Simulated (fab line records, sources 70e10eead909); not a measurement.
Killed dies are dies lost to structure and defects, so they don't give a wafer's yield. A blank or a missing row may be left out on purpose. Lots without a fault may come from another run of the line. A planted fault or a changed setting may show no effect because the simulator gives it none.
Chamber matching | flow nand_harc | NHARC_THIN_TSV_ETCH_15 on rie_si-03: 4 sister chambers
The step target depth 3000 nm, bosch target overetch cycles 2, bosch etch step 2.8 s. 8 wafers are shown with their chamber, then 12 later ones without.

WAFERS WITH THEIR CHAMBER
wafer  | chamber | drypump_motor_current_A (A)
L083.3 | 1       | 5.2
L085.1 | 1       | 5.3
L085.3 | 0       | 6.5
L089.5 | 2       | 5.8
L089.6 | 3       | 5.8
L090.2 | 3       | 5.7
L090.5 | 2       | 5.8
L090.6 | 0       | 6.5

WAFERS WITHOUT THEIR CHAMBER
wafer  | drypump_motor_current_A (A)
L096.3 | 5.8
L096.4 | 5.8
L096.5 | 6.5
L096.1 | 6.4
L096.2 | 5.3
L096.6 | 5.8
L097.3 | 5.7
L097.4 | 5.8
L097.6 | 5.7
L097.1 | 5.2
L097.2 | 6.5
L097.5 | 6.5

WHICH CHAMBER EACH WENT THROUGH
wafer  | from the rows above     | in truth
L096.3 | can't be placed: 2 or 3 | 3
L096.4 | can't be placed: 2 or 3 | 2
L096.5 | 0                       | 0
L096.1 | 0                       | 0
L096.2 | 1                       | 1
L096.6 | can't be placed: 2 or 3 | 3
L097.3 | can't be placed: 3 or 2 | 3
L097.4 | can't be placed: 2 or 3 | 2
L097.6 | can't be placed: 3 or 2 | 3
L097.1 | 1                       | 1
L097.2 | 0                       | 0
L097.5 | 0                       | 0
Placed correctly: 6 of 12. Can't be placed from these rows: 6 (the true chamber is among the candidates in 6). Placed wrongly: 0.
How it was worked out, from the rows above alone: a wafer's distance from a chamber is the root of the sum, over the readings, of the square of ((its reading less the chamber's mean) divided by the reading's scatter). The wafer belongs to the nearest chamber; if the next one is less than 2 further off, it can't be placed. A chamber's mean is the mean of its shown wafers. The scatter: the root of (the sum of the squares of (reading less its chamber's mean) over the shown wafers, divided by (wafers less chambers)).
